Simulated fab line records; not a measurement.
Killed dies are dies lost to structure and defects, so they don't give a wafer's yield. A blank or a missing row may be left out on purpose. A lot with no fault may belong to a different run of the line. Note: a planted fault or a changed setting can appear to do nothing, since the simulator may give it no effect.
fab line records    flow nandHarc
record: lots: 14  wafers: 42  lastDay: 24
route steps=1159 shown A_ONON_D1@426 A_BONDPAD@1078 THIN_TSV@1103 END@1159
lots that met no fault: from a run of the same line without faults
startH: the number of hours between the record's first day and the start of the first shown wafer of the lot    waitH: hours from the lot's prior step to this one    " as in the row above    L1.1+2: a single row standing in for several wafers    - value missing, or start not given    * or withheld: withheld    < > ~ a bound
route shown NAME@n: a module of which the file shows steps, and the number in the route of the first    usual: the fault-free wafers' mean and standard deviation    same: alike in all rows    chamber/n: place in a boat    sites: per-site readings    _std_site: the standard deviation of these    _edge_site: mean of outer sites minus mean of inner sites    radiusMm: how far each site lies from the wafer's centre    mask NAME#n: copy n    behind: the last tool/chamber to shape the wafer    hold: cause of the lot's hold/its duration in hours/its outcome    device: names the non-switching transistor (n, p or np)    end of line: the same wafers' tests at the end of the route    for a step that has no rows: nothing shown but its recipe    killed: dies lost to structure and defects at the first sort, not the wafer's yield    map: the dies of a wafer, with x for killed, . for not killed, _ for no die there
set.NAME: the setting the step ran with; set.NAME@STEP: the setting that earlier step ran with    model.NAME: the simulator's own value behind a step, which no gauge read
route steps across a sampled set of lots; one table per step, one row per wafer
services: when a tool's chamber went out of use (startH, in hours from the record's first day, below 0 if earlier), for how many hours, and the reason
== steps ==
step: NHARC_A_ONON_D1_DEP_03
recipe: targetThkA: 10000  n2FlowSccm: 2750  n2oFlowSccm: 2000  nh3FlowSccm: 500  sih4FlowSccm: 210  tempC: 400
usual: n2FlowSccm: 2750/6.6  n2oFlowSccm: 2002/5.7  sih4FlowSccm: 210.1/0.64
lot.wafer  tool          chamber  startH  waitH  n2FlowSccm  n2oFlowSccm  sih4FlowSccm
L237.2     pecvdOnon-04  0        152.07  0.1    2751        2001         209.3
L237.4     "             0        "       "      2742        2005         210.0
L237.6     "             0        "       "      2745        2006         209.8
L239.1     pecvdOnon-01  0        170.38  0.1    2750        1994         210.7
L239.4     "             0        "       "      2746        1996         210.7
L239.6     "             0        "       "      2739        2003         209.5
L240.3     pecvdOnon-01  0        176.42  0.2    2759        2005         211.1
L240.5     "             0        "       "      2741        2001         210.6
L240.6     "             0        "       "      2757        2014         210.4
L241.3     pecvdOnon-01  0        180.72  0.2    2731        1983         208.8
L241.5     "             0        "       "      2735        1990         209.7
L241.6     "             0        "       "      2756        1990         209.8
L243.1     pecvdOnon-04  0        198.89  0.1    2754        2000         209.0
L243.2     "             0        "       "      2743        2001         210.2
L243.3     "             0        "       "      2748        1999         207.9
L244.1     pecvdOnon-04  0        205.23  0.1    2741        2005         210.2
L244.4     "             0        "       "      2764        2005         210.6
L244.5     "             0        "       "      2751        1993         210.1
L246.2     pecvdOnon-02  0        205.42  0.2    2740        2002         210.4
L246.3     "             0        "       "      2742        2005         210.1
L246.5     "             0        "       "      2752        2003         209.6
L245.3     pecvdOnon-04  0        205.69  0.2    2761        2007         210.0
L245.4     "             0        "       "      2759        2008         210.2
L245.5     "             0        "       "      2760        2001         210.3
L248.1     pecvdOnon-01  0        216.05  0.1    2741        1998         210.2
L248.2     "             0        "       "      2742        1991         209.3
L248.3     "             0        "       "      2749        1991         209.3
L249.1     pecvdOnon-04  0        232.33  0.1    2753        2005         210.2
L249.2     "             0        "       "      2749        2004         210.3
L249.6     "             0        "       "      2749        2003         210.0
L252.1     pecvdOnon-04  0        260.23  0.1    2753        2002         210.0
L252.4     "             0        "       "      2752        2008         210.3
L252.5     "             0        "       "      2755        1999         209.3
L256.2     pecvdOnon-02  0        273.41  0.1    2749        2005         210.6
L256.4     "             0        "       "      2745        2000         210.3
L256.5     "             0        "       "      2755        2009         211.2
L257.2     pecvdOnon-01  0        273.41  0.1    2755        2001         210.2
L257.3     "             0        "       "      2758        2013         211.2
L257.5     "             0        "       "      2754        2003         211.2
L260.1     pecvdOnon-02  0        288.37  0.1    2755        2006         210.0
L260.5     "             0        "       "      2749        1993         210.2
L260.6     "             0        "       "      2760        2003         209.7
step: NHARC_A_BONDPAD_CD_MEAS_13
usual: cdNm: 500/3.1
lot.wafer  tool      chamber  startH  waitH  cdNm
L237.2     cdSem-02  -        411.73  -      492
L237.4     "         -        "       "      497
L237.6     "         -        "       "      499
L241.3     cdSem-01  -        412.18  -      498
L241.5     "         -        "       "      505
L241.6     "         -        "       "      499
L239.1     cdSem-01  -        418.95  -      504
L239.4     "         -        "       "      502
L239.6     "         -        "       "      499
L240.3     cdSem-02  -        434.88  -      503
L240.5     "         -        "       "      506
L240.6     "         -        "       "      503
L244.1     cdSem-01  -        460.81  -      501
L244.4     "         -        "       "      496
L244.5     "         -        "       "      499
L245.3     cdSem-01  -        461.31  -      499
L245.4     "         -        "       "      497
L245.5     "         -        "       "      501
L243.1     cdSem-02  -        463.17  -      498
L243.2     "         -        "       "      493
L243.3     "         -        "       "      496
L248.1     cdSem-01  -        467.40  -      498
L248.2     "         -        "       "      498
L248.3     "         -        "       "      499
L249.1     cdSem-03  -        470.56  -      501
L249.2     "         -        "       "      501
L249.6     "         -        "       "      502
L246.2     cdSem-02  -        470.97  -      501
L246.3     "         -        "       "      500
L246.5     "         -        "       "      504
L252.1     cdSem-03  -        505.06  -      501
L252.4     "         -        "       "      503
L252.5     "         -        "       "      497
L257.2     cdSem-02  -        519.48  -      495
L257.3     "         -        "       "      500
L257.5     "         -        "       "      503
L256.2     cdSem-03  -        534.28  -      501
L256.4     "         -        "       "      496
L256.5     "         -        "       "      496
L260.1     cdSem-02  -        543.43  -      502
L260.5     "         -        "       "      499
L260.6     "         -        "       "      498
step: NHARC_THIN_TSV_THK_MEAS_02
recipe: thkMeasGauge: ir
usual: thkNm: 2959/260
lot.wafer  tool          chamber  startH  waitH  thkNm
L237.2     filmMetro-02  -        430.79  0.2    2904
L237.4     "             -        "       "      2731
L237.6     "             -        "       "      3018
L241.3     filmMetro-02  -        431.97  -      2859
L241.5     "             -        "       "      3092
L241.6     "             -        "       "      3175
L239.1     filmMetro-01  -        434.40  0.2    2509
L239.4     "             -        "       "      2894
L239.6     "             -        "       "      2818
L240.3     filmMetro-02  -        448.95  0.2    2497
L240.5     "             -        "       "      2822
L240.6     "             -        "       "      2737
L245.3     filmMetro-02  -        478.62  -      3729
L245.4     "             -        "       "      3306
L245.5     "             -        "       "      3235
L244.1     filmMetro-01  -        479.83  -      2967
L244.4     "             -        "       "      3265
L244.5     "             -        "       "      2592
L243.1     filmMetro-01  -        482.25  -      3082
L243.2     "             -        "       "      3184
L243.3     "             -        "       "      3212
L248.1     filmMetro-02  -        483.48  -      2921
L248.2     "             -        "       "      3115
L248.3     "             -        "       "      2814
L249.1     filmMetro-02  -        486.72  -      2881
L249.2     "             -        "       "      2742
L249.6     "             -        "       "      2477
L246.2     filmMetro-01  -        487.91  -      3023
L246.3     "             -        "       "      3226
L246.5     "             -        "       "      3128
L252.1     filmMetro-01  -        519.06  -      2936
L252.4     "             -        "       "      2750
L252.5     "             -        "       "      2882
L257.2     filmMetro-02  -        536.13  -      3400
L257.3     "             -        "       "      3175
L257.5     "             -        "       "      3136
L256.2     filmMetro-01  -        548.07  0.2    2782
L256.4     "             -        "       "      2624
L256.5     "             -        "       "      2779
L260.1     filmMetro-02  -        557.72  -      2825
L260.5     "             -        "       "      2607
L260.6     "             -        "       "      2778
step: NHARC_END_SORT_01
recipe: tempC: 25
usual: killedAtArray: 27/11  killedAtOther: 0.7/1.1  killedAtPeriphery: 3.6/2.4  killedDies: 32/11  killedOpen: 3.3/1.8  killedShort: 2.1/1.5
same: grossDies: 677
lot.wafer  tool       chamber  startH  waitH  killedAtArray  killedAtOther  killedAtPeriphery  killedDies  killedOpen  killedShort
L249.1     prober-01  0        509.93  2.5    92             0              1                  93          6           3
L249.2     prober-01  0        510.73  2.8    98             0              3                  101         4           0
L249.6     prober-01  0        513.92  4.0    97             0              1                  98          4           0
L252.1     prober-02  0        535.32  2.5    80             2              5                  87          2           0
L252.4     prober-02  0        537.70  3.4    100            0              3                  103         2           0
L252.5     prober-02  0        538.49  3.7    115            0              1                  116         5           4
killed by level:class
L249.1 A_ONON_D1:unspecified=68 A_SLIT:chamberFilmFlake=7 A_CONTACT:chamberFilmFlake=6 A_SOURCE_PLATE:geometricParticle:open=3 A_CHANNEL_FILL_D1:geometricParticle:open=1 A_SGD_CUT:geometricParticle:short=1 A_SGD_CUT:geometricParticle:open=1 A_WL_FILL:geometricParticle:open=1
L249.2 A_ONON_D1:unspecified=73 A_SLIT:chamberFilmFlake=10 A_CONTACT:chamberFilmFlake=7 A_CHANNEL_HOLE_D1:chamberFilmFlake=3 P_M1:chamberFilmFlake=2 A_ONON_D1:geometricParticle:open=1 A_CONTACT:geometricParticle:open=1 A_BLC:geometricParticle:open=1
L249.6 A_ONON_D1:unspecified=69 A_SLIT:chamberFilmFlake=12 A_CONTACT:chamberFilmFlake=9 A_CONTACT:geometricParticle:open=2 A_CHANNEL_HOLE_D1:chamberFilmFlake=2 A_ONON_D1:geometricParticle:open=1 A_M0:geometricParticle:open=1 P_M1:chamberFilmFlake=1
L252.1 A_ONON_D1:unspecified=60 A_CHANNEL_HOLE_D1:chamberFilmFlake=12 A_SLIT:chamberFilmFlake=7 THIN_TSV:chamberFilmFlake=2 P_STI:geometricParticle:open=1 P_CONTACT:geometricParticle:open=1 P_ZERO_WELL:chamberFilmFlake=1 P_STI:chamberFilmFlake=1
L252.4 A_ONON_D1:unspecified=68 A_CHANNEL_HOLE_D1:chamberFilmFlake=15 A_SLIT:chamberFilmFlake=11 A_CONTACT:chamberFilmFlake=4 P_M0:chamberFilmFlake=2 A_CHANNEL_FILL_D1:geometricParticle:open=1 A_CONTACT:geometricParticle:open=1 P_GATE:chamberFilmFlake=1
L252.5 A_ONON_D1:unspecified=68 A_CHANNEL_HOLE_D1:chamberFilmFlake=23 A_SLIT:chamberFilmFlake=13 A_CONTACT:geometricParticle:open=2 A_M0:geometricParticle:short=2 A_ONON_D1:geometricParticle:open=1 A_STAIRCASE:geometricParticle:open=1 A_SGD_CUT:geometricParticle:open=1
== services ==
tool          chamber  startH  hours  kind
pecvdOnon-04  -        169.25  8.7    repair
pecvdOnon-01  -        195.00  13.0   pm
pecvdOnon-04  -        237.09  13.0   pm
== key ==
firstSign: step: NHARC_END_SORT_01  reading: killedAtArray  direction: up  sigmas: 6.4  usual: 27  struck: 97
effect: step: NHARC_END_SORT_01  reading: killedDies  direction: up  sigmas: 6.2  usual: 32  struck: 100
moreKillsBornAt: NHARC_A_ONON_D1_DEP_03@pecvdOnon-04: 406
metAt NHARC_A_ONON_D1_DEP_03
struckLots L249,L252
testerLeftOut L249,L252
notActingAt NHARC_A_BONDPAD_CD_MEAS_13,NHARC_THIN_TSV_THK_MEAS_02
onsetBetween 205.69 232.33
fault: kind: chamberParticleSource  tool: pecvdOnon-04  chamber: -  onsetH: 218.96  steps: NHARC_A_ONON_D1_DEP_03  ratePerVisitCm2: 0.38781  endH: 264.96
testerLeftOut: of these lots the tester's yield and bins aren't shown, on N5 and GAA mostly nor the transistor test; their killed dies are dies lost to structure and defects alone, not to doping, threshold or leakage, so they don't give the yield
